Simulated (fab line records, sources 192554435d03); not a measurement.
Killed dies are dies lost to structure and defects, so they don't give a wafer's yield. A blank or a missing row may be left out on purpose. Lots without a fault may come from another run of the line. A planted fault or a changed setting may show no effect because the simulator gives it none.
A struck lot beside a sound one | flow n5_finfet | 34 steps out of a route of 1938
Sound: wafers L126.2, L126.3, L126.5. Struck: wafers L139.3, L139.4, L139.6. The cause comes at the end.
At each step with rows: each side's tool, then ch and its chambers, then its first start. Under that, the readings that differ: sound wafers | struck wafers | difference of the means | sigmas: that difference in standard deviations of wafers without a fault.
alike: readings whose means differ by less than 2 such deviations, and words and numbers that are the same on both sides. not compared: withheld readings, readings that some wafer has no value for, bounds like >300 that may hide the same value, and numbers for which the record gives no deviation and whose values overlap.
The two part at a step that has a row with sigmas, a row that says differs or no value, or rows on one side only. Numbers that don't overlap but have no deviation are shown without sigmas and don't part them. A reading that every wafer of one side lacks parts them only if that side has two wafers or more.

first, 9 steps without rows for these wafers: N5_BEOL_M5_DESCUM_33 (chemistry O2, time 7 s); N5_BEOL_M5_ETCH_75 (etches underlayer in N2/H2, target depth 6.5 nm, time 5.2 s); N5_BEOL_M5_ETCH_67 (etches SiARC in CF4, target depth 15.6 nm, time 26 s); N5_BEOL_M5_ETCH_68 (etches SOC in N2/H2, target depth 80 nm, overetch 16 nm, time 120 s); N5_BEOL_M5_STRIP_69 (strips in N2/H2); N5_BEOL_M5_STRIP_76 (strips in N2/H2); N5_BEOL_M5_VIA_ETCH_34 (etches SiCOH lowk in C4F6/O2, target depth 88.3 nm, time 39.2 s); N5_BEOL_M5_STRIP_85 (strips in C4F6/O2); N5_BEOL_M5_STRIP_36 (strips in N2/H2).
N5_BEOL_M5_TRENCH_ETCH_37: etches SiCOH lowk in C4F6/O2, target depth 71.652 nm, time 24.7 s.
  sound on rie_diel-05 ch 0,1,3, day 7 16:01; struck on rie_diel-05 ch 0,2,3, day 11 07:40
  reading                             | sound             | struck            | difference | sigmas
  bias_w (W)                          | 185.0 185.8 185.2 | 205.5 204.9 205.8 | +20.1      | +38
  rf_vpp_V (V)                        | 649 659 660       | 713 695 715       | +52        | +4
  model.etch.depth_nm (nm)            | 69.98 70.96 70.48 | 73.51 75.38 73.98 | +3.82      |
  model.BEOL_M5.feature_depth_nm (nm) | 70 71 70.4        | 73.6 75.4 74      | +3.9       |
  alike: O2_flow_sccm, drypump_motor_current_A, oes_product_au, showerhead_plenum_p_Torr, throttle_valve_pct
  not compared: rf_hours_counter_h
then, 23 steps without rows for these wafers: N5_BEOL_M5_ETCH_41 (etches SiCN in CH3F/O2, target depth 31.5 nm, time 56.7 s); N5_BEOL_M5_STRIP_91 (strips in N2/H2, time 10 s); N5_BEOL_M5_HM_STRIP_39 (strips TiN in peroxide tin strip, target depth 25 nm, time 158 s); N5_BEOL_M5_SRD_40 (time 30 s); N5_BEOL_M5_PRECLEAN_42 (cleans in residue remover, time 60 s); N5_BEOL_M5_SRD_43 (time 30 s); N5_BEOL_M5_CURE_80 (cures SiCOH lowk, time 120 s); N5_BEOL_M5_DEGAS_44 (time 60 s); N5_BEOL_M5_PRE_CLEAN_45 (time 30 s); N5_BEOL_M5_ALD_86 (deposits TaN, pulse time 2 s, purge time 3 s, co reactant purge time 2 s); N5_BEOL_M5_SURFACE_TREAT_87; N5_BEOL_M5_CVD_47 (deposits Co from CCTBA/H2, target thk 3 nm, time 216 s); N5_BEOL_M5_SPUTTER_48 (material Cu, target thk 15 nm, time 27.62 s); N5_BEOL_M5_ANNEAL_49 (time 1800 s); N5_BEOL_M5_SPUTTER_81 (material Cu, target thk 15 nm, time 27.62 s); N5_BEOL_M5_ANNEAL_82 (time 1800 s); N5_BEOL_M5_SPUTTER_83 (material Cu, target thk 15 nm, time 27.62 s); N5_BEOL_M5_ANNEAL_84 (time 1800 s); N5_BEOL_M5_SPUTTER_88 (material Cu, target thk 15 nm, time 27.62 s); N5_BEOL_M5_ANNEAL_89 (time 1800 s); N5_BEOL_M5_SPUTTER_90 (material Cu, target thk 4.5 nm, time 8.29 s); N5_BEOL_M5_ECD_50 (material Cu, target thk 300 nm); N5_BEOL_M5_ANNEAL_51 (time 90 s).
N5_BEOL_M5_CMP_52: polishes, stops on SiCOH lowk, t overpolish 6.9 s, target thk 62 nm.
  sound on cmp-02 ch 1,2,3, day 8 00:32; struck on cmp-01 ch 0,1,2, day 11 14:28
  alike: barrier_field_endpoint_s, motor_current_A, overpolish_run_s, time_to_endpoint_s
  not compared: model.Cu_of_BEOL_M5_ECD_50.thk_nm

WHERE THEY PART
Only at N5_BEOL_M5_TRENCH_ETCH_37, within this record. Later steps at which nothing parts them and some readings are alike: N5_BEOL_M5_CMP_52.

WHY: what the simulator had put in
Process parameter drift: rie_diel-05, from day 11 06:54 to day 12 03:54, at N5_BEOL_M5_TRENCH_ETCH_37. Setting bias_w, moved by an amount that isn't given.
